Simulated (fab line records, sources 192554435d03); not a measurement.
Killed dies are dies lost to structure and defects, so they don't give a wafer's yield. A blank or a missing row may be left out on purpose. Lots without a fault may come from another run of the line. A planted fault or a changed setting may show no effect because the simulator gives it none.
fab line records | flow n5_finfet
record lots=6 wafers=18 last_day=16
route steps=1938 shown BEOL_M14@1752
lots that met no fault: from a run of the same line without faults
start_h: hours from the record's first day to the start of the lot's first wafer shown | wait_h: hours since the lot's step before | " the same as in the row above | L1.1+2: a row that stands for several wafers | - no value, or no start given | * or withheld: withheld | < > ~ a bound
route shown NAME@n: a module of which the file shows steps, and the number in the route of the first | usual: mean/standard deviation of fault-free wafers | same: alike in all rows | chamber/n: place in a boat | sites: the reading at each site | _std_site: their standard deviation | _edge_site: outer sites' mean less inner sites' | radius_mm: how far each site lies from the wafer's centre | mask NAME#n: copy n | behind: the tool/chamber that last shaped the wafer | hold: why the lot was held/for how many hours/how that ended | device: the transistor (n, p or np) that didn't switch | end of line: the same wafers' tests at the end of the route | a step without rows: its recipe alone | killed: dies lost to structure and defects at the first sort, not the wafer's yield | map: a wafer's dies, x killed, . not, _ none there
set.NAME: the setting as run; set.NAME@STEP: as run at that earlier step | model.NAME: the simulator's own value behind a step, which no gauge read
lots at some steps of the route; a table a step, a row a wafer
services: from which hour (start_h, from the record's first day; less than 0 if before it) a tool's chamber was out of use, for how many hours, and why
## steps
# step N5_BEOL_M14_STRIP_69
# recipe chemistry=N2/H2 temp_c=40 n2_flow_sccm=200 h2_flow_sccm=200 rf_frequency_hz=6e+07
# step N5_BEOL_M14_TRENCH_ETCH_34
# recipe chemistry=C4F8/O2/Ar target=SiO2 target_depth_a=5566.5 mask_material=SOC he_inner_torr=15 he_outer_torr=30 time_s=126.9 ion_energy_ev=800 pressure_mtorr=20 source_w=1905 bias_w=2040 Ar_flow_sccm=400 C4F8_flow_sccm=16 O2_flow_sccm=12
# step N5_BEOL_M14_STRIP_70
# recipe chemistry=C4F8/O2/Ar resist=SiARC rf_frequency_hz=6e+07
# step N5_BEOL_M14_OCD_MEAS_35
# usual trench_depth_nm=561/6.6
# columns lot.wafer tool chamber start_h wait_h trench_depth_nm
L305.2 ocd-01 - 278.07 0.0 561
L305.5 " - " " 557
L305.6 " - " " 563
L309.2 ocd-02 - 330.36 0.0 556
L309.5 " - " " 561
L309.6 " - " " 566
L313.2 ocd-02 - 344.80 0.0 557
L313.4 " - " " 553
L313.6 " - " " 563
L314.1 ocd-01 - 345.91 0.0 565
L314.2 " - " " 555
L314.4 " - " " 562
L315.3 ocd-02 - 346.65 0.0 562
L315.5 " - " " 562
L315.6 " - " " 562
L317.3 ocd-01 - 367.49 0.0 566
L317.4 " - " " 558
L317.5 " - " " 555
# step N5_BEOL_M14_STRIP_37
# recipe chemistry=O2 power_w=600 temp_c=60 pressure_mtorr=30 rf_frequency_hz=6e+07 bias_power_w=0 overash_fraction=0.3 o2_flow_sccm=225
# usual drypump_motor_current_A=5.7/0.35 o2_flow_sccm=225.0/0.67 oes_product_au=0.80/0.068 rf_vpp_V=3.7/1 showerhead_plenum_p_Torr=2.07/0.066 temp_c=60.00/0.12 throttle_valve_pct=16.55/0.13
# columns lot.wafer tool chamber start_h wait_h drypump_motor_current_A o2_flow_sccm oes_product_au rf_hours_counter_h rf_vpp_V showerhead_plenum_p_Torr temp_c throttle_valve_pct
L305.2 rie_diel-02 0 278.87 0.8 5.9 223.8 0.69 202 3.0 2.17 60.05 16.57
L305.5 " 2 " " 5.6 224.2 0.83 - 2.7 2.03 59.90 16.44
L305.6 " 1 " " 5.8 224.6 0.83 - 3.5 2.04 60.12 16.49
L309.2 rie_diel-02 0 331.24 0.9 5.8 224.0 0.69 220 5.3 2.17 60.09 16.59
L309.5 " 0 " " 5.9 224.7 0.69 - 3.3 2.17 60.07 16.60
L309.6 " 1 " " 5.8 226.0 0.83 - 4.3 2.04 60.05 16.48
L313.2 rie_diel-02 1 346.12 1.3 5.8 225.1 0.80 78 2.7 2.04 60.02 16.47
L313.4 " 1 " " 5.8 226.3 0.80 - 3.2 2.03 60.05 16.48
L313.6 " 2 " " 5.6 224.4 0.81 - 4.0 2.02 60.11 16.48
L314.1 rie_diel-02 0 346.62 0.7 5.9 225.0 0.68 225 4.6 2.16 60.04 16.59
L314.2 " 2 " " 5.7 225.2 0.81 97 4.0 2.02 60.14 16.53
L314.4 " 1 " " 5.8 225.0 0.80 - 5.5 2.04 60.24 16.52
L315.3 rie_diel-01 0 348.64 2.0 5.2 225.2 0.85 59 5.0 2.03 59.89 16.55
L315.5 " 1 " " 5.5 225.4 0.91 - 3.9 2.06 60.09 16.84
L315.6 " 2 " " 5.8 225.5 0.81 - 5.0 2.04 59.85 16.42
L317.3 rie_diel-06 3 368.98 1.5 6.1 224.5 0.90 35 4.2 2.23 59.84 16.43
L317.4 " 0 " " 5.3 224.2 0.76 117 4.6 2.20 60.09 16.66
L317.5 " 0 " " 5.3 224.9 0.76 - 5.5 2.20 59.92 16.70
# step N5_BEOL_M14_ETCH_38
# recipe chemistry=CF4/N2 target=SiCN target_depth_a=1065 taper_deg=2 time_s=120.6 ion_energy_ev=150 mask_material=SiO2 pressure_mtorr=40 source_w=430 bias_w=70 Ar_flow_sccm=100 cf4_flow_sccm=60 n2_flow_sccm=60
# usual drypump_motor_current_A=5.7/0.35 mfc_ar_sccm=100.02/0.28 n2_flow_sccm=60.00/0.16 oes_product_au=0.80/0.069 rf_fwd_power_W=428.5/1.3 rf_vpp_V=381.8/1.7 showerhead_plenum_p_Torr=2.18/0.064 throttle_valve_pct=15.30/0.12
# columns lot.wafer tool chamber start_h wait_h drypump_motor_current_A mfc_ar_sccm n2_flow_sccm oes_product_au rf_fwd_power_W rf_hours_counter_h rf_vpp_V showerhead_plenum_p_Torr throttle_valve_pct
L305.2 rie_diel-02 0 - - 5.9 99.57 60.14 0.70 425.0 202 383.6 2.27 15.28
L305.5 " 2 " " 5.7 99.87 60.16 0.83 430.5 - 380.1 2.14 15.21
L305.6 " 1 " " 5.8 100.68 59.72 0.85 428.5 - 380.8 2.15 15.21
L309.2 rie_diel-02 0 - - 5.9 100.15 60.29 0.68 427.9 220 385.2 2.26 15.32
L309.5 " 0 " " 5.9 99.60 60.09 0.69 429.0 - 384.0 2.26 15.31
L309.6 " 1 " " 5.8 99.72 59.96 0.80 427.6 - 381.7 2.15 15.26
L313.2 rie_diel-02 1 - - 5.8 100.22 59.98 0.81 428.1 78 381.3 2.14 15.26
L313.4 " 1 " " 5.9 100.11 59.87 0.81 429.6 - 380.9 2.14 15.28
L313.6 " 2 " " 5.6 100.31 59.97 0.80 429.8 - 380.1 2.14 15.26
L314.1 rie_diel-02 0 - - 5.9 99.71 59.76 0.68 427.3 225 383.9 2.26 15.32
L314.2 " 2 " " 5.7 100.36 59.84 0.81 430.2 97 380.3 2.14 15.27
L314.4 " 1 " " 5.8 99.81 60.07 0.81 428.3 - 382.7 2.14 15.27
L315.3 rie_diel-01 0 - - 5.1 99.80 60.01 0.86 427.4 59 381.3 2.14 15.30
L315.5 " 1 " " 5.5 100.09 60.29 0.88 429.6 - 380.8 2.16 15.52
L315.6 " 2 " " 5.8 99.74 60.29 0.80 428.0 - 380.0 2.13 15.10
L317.3 rie_diel-06 3 - - 6.2 100.09 60.33 0.90 427.5 35 385.0 2.34 15.19
L317.4 " 0 " " 5.3 100.34 60.00 0.76 426.3 118 385.3 2.31 15.43
L317.5 " 0 " " 5.3 100.37 59.75 0.76 426.3 - 383.7 2.31 15.43
# step N5_BEOL_M14_PRECLEAN_39
# recipe chemistry=residue_remover time_s=60 temp_c=40
# step N5_BEOL_M14_SRD_40
# recipe time_s=30 temp_c=23 rinse_liquid=diw dry=n2_spin spin_rpm=1500 dry_time_s=30
# step N5_BEOL_M14_DEGAS_41
# recipe ambient=vacuum temp_c=300 time_s=60
# usual heater_power_w=477/53
# columns lot.wafer tool chamber start_h wait_h heater_power_w
L305.2 pvd_sputter-03 - 279.54 0.4 531
L305.5 " - " " 525
L305.6 " - " " 548
L309.2 pvd_sputter-03 - 331.81 0.3 532
L309.5 " - " " 386
L309.6 " - " " 522
L313.2 pvd_sputter-03 - 346.84 0.5 508
L313.4 " - " " 517
L313.6 " - " " 512
L314.1 pvd_sputter-03 - 347.20 0.4 531
L314.2 " - " " 532
L314.4 " - " " 387
L315.3 pvd_sputter-02 - 349.31 0.4 507
L315.5 " - " " 485
L315.6 " - " " 506
L317.3 pvd_sputter-01 - 369.43 0.2 393
L317.4 " - " " 529
L317.5 " - " " 436
# step N5_BEOL_M14_PRE_CLEAN_42
# recipe gas=H2/He time_s=30 temp_c=300
# step N5_BEOL_M14_SPUTTER_43
# recipe material=TaN target_thk_a=150 temp_c=50 bias_v=168.6 power_w=15000 chamber_pressure_pa=0.12 time_s=24.19
# usual cathode_dc_power_W=15000/3 throttle_valve_pct=29.7/1
# columns lot.wafer tool chamber start_h wait_h cathode_dc_power_W throttle_valve_pct
L305.2 pvd_sputter-03 - 279.62 0.0 15003 29.2
L305.5 " - " " 15000 29.3
L305.6 " - " " 14998 31.8
L309.2 pvd_sputter-03 - 331.89 0.0 15002 31.8
L309.5 " - " " 15003 29.6
L309.6 " - " " 15004 29.2
L313.2 pvd_sputter-03 - 346.92 0.0 15002 29.6
L313.4 " - " " 14999 29.6
L313.6 " - " " 14995 29.5
L314.1 pvd_sputter-03 - 347.28 0.0 15005 29.6
L314.2 " - " " 15001 31.8
L314.4 " - " " 15000 29.9
L315.3 pvd_sputter-02 - 349.39 0.0 15002 27.6
L315.5 " - " " 15002 29.9
L315.6 " - " " 14998 27.8
L317.3 pvd_sputter-01 - 369.51 0.0 15007 28.6
L317.4 " - " " 14997 29.7
L317.5 " - " " 15002 30.2
# step N5_BEOL_M14_SPUTTER_44
# recipe material=Ta target_thk_a=150 temp_c=50 bias_v=80 power_w=15000 chamber_pressure_pa=0.07 time_s=24.19
# usual cathode_dc_power_W=15000/2.9 throttle_valve_pct=29.7/1.1
# columns lot.wafer tool chamber start_h wait_h cathode_dc_power_W throttle_valve_pct
L305.2 pvd_sputter-03 - 279.70 0.0 15000 29.4
L305.5 " - " " 15002 29.6
L305.6 " - " " 15000 31.9
L309.2 pvd_sputter-03 - 331.97 0.0 15000 31.9
L309.5 " - " " 14996 30.0
L309.6 " - " " 15002 29.4
L313.2 pvd_sputter-03 - 347.00 0.0 15002 29.5
L313.4 " - " " 15004 29.6
L313.6 " - " " 14999 29.1
L314.1 pvd_sputter-03 - 347.36 0.0 15002 29.5
L314.2 " - " " 15005 31.7
L314.4 " - " " 15000 29.6
L315.3 pvd_sputter-02 - 349.47 0.0 14998 27.8
L315.5 " - " " 15006 30.0
L315.6 " - " " 15000 27.9
L317.3 pvd_sputter-01 - 369.59 0.0 14997 28.5
L317.4 " - " " 15005 29.7
L317.5 " - " " 14999 30.0
# step N5_BEOL_M14_SPUTTER_45
# recipe material=Cu target_thk_a=1000 temp_c=-20 bias_v=60 power_w=26000 chamber_pressure_pa=0.13 time_s=16.67
# usual cathode_dc_power_W=26000/5.3 chuck_sensor_temp_C=-15.6/0.44 throttle_valve_pct=29.7/1
# columns lot.wafer tool chamber start_h wait_h cathode_dc_power_W chuck_sensor_temp_C throttle_valve_pct
L305.2 pvd_sputter-03 - 279.78 0.0 26000 -16.0 29.6
L305.5 " - " " 25995 -16.1 29.5
L305.6 " - " " 26001 -15.5 31.6
L309.2 pvd_sputter-03 - 332.05 0.0 26001 -15.6 32.1
L309.5 " - " " 25992 -14.7 30.3
L309.6 " - " " 25999 -15.8 29.8
L313.2 pvd_sputter-03 - 347.08 0.0 24850 -15.7 29.3
L313.4 " - " " 24855 -16.2 29.5
L313.6 " - " " 24855 -15.9 29.5
L314.1 pvd_sputter-03 - 347.44 0.0 24853 -16.0 29.7
L314.2 " - " " 24852 -15.7 31.8
L314.4 " - " " 24852 -14.6 29.9
L315.3 pvd_sputter-02 - 349.55 0.0 26002 -15.4 27.8
L315.5 " - " " 25995 -15.9 29.8
L315.6 " - " " 25989 -15.5 27.8
L317.3 pvd_sputter-01 - 369.67 0.0 25991 -15.2 28.7
L317.4 " - " " 26005 -15.2 29.6
L317.5 " - " " 25998 -16.0 30.1
# step N5_BEOL_M14_ECD_47
# recipe material=Cu target_thk_a=12480
## services
# columns tool chamber start_h hours kind
rie_diel-02 2 281.00 6.7 repair
rie_diel-01 2 307.95 1.8 repair
rie_diel-06 0 360.39 6.0 repair
rie_diel-02 3 362.31 - clean
rie_diel-02 3 362.31 - consumable_replace:focus_ring
rie_diel-02 3 362.31 18.8 scheduled_down
rie_diel-02 3 362.31 18.8 vent_cycle
## key
first_sign step=N5_BEOL_M14_SPUTTER_45 reading=cathode_dc_power_W direction=down sigmas=99+ usual=* struck=*
effect none on later readings
met_at N5_BEOL_M14_SPUTTER_45
struck_wafers L313.2,L313.4,L313.6,L314.1,L314.2,L314.4
onset_between 332.05 347.08
fault kind=process_parameter_drift tool=pvd_sputter-03 chamber=- onset_h=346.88 steps=N5_BEOL_M14_SPUTTER_45 channel=power_w offset=* shape=step end_h=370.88 acts_in=* stated=*
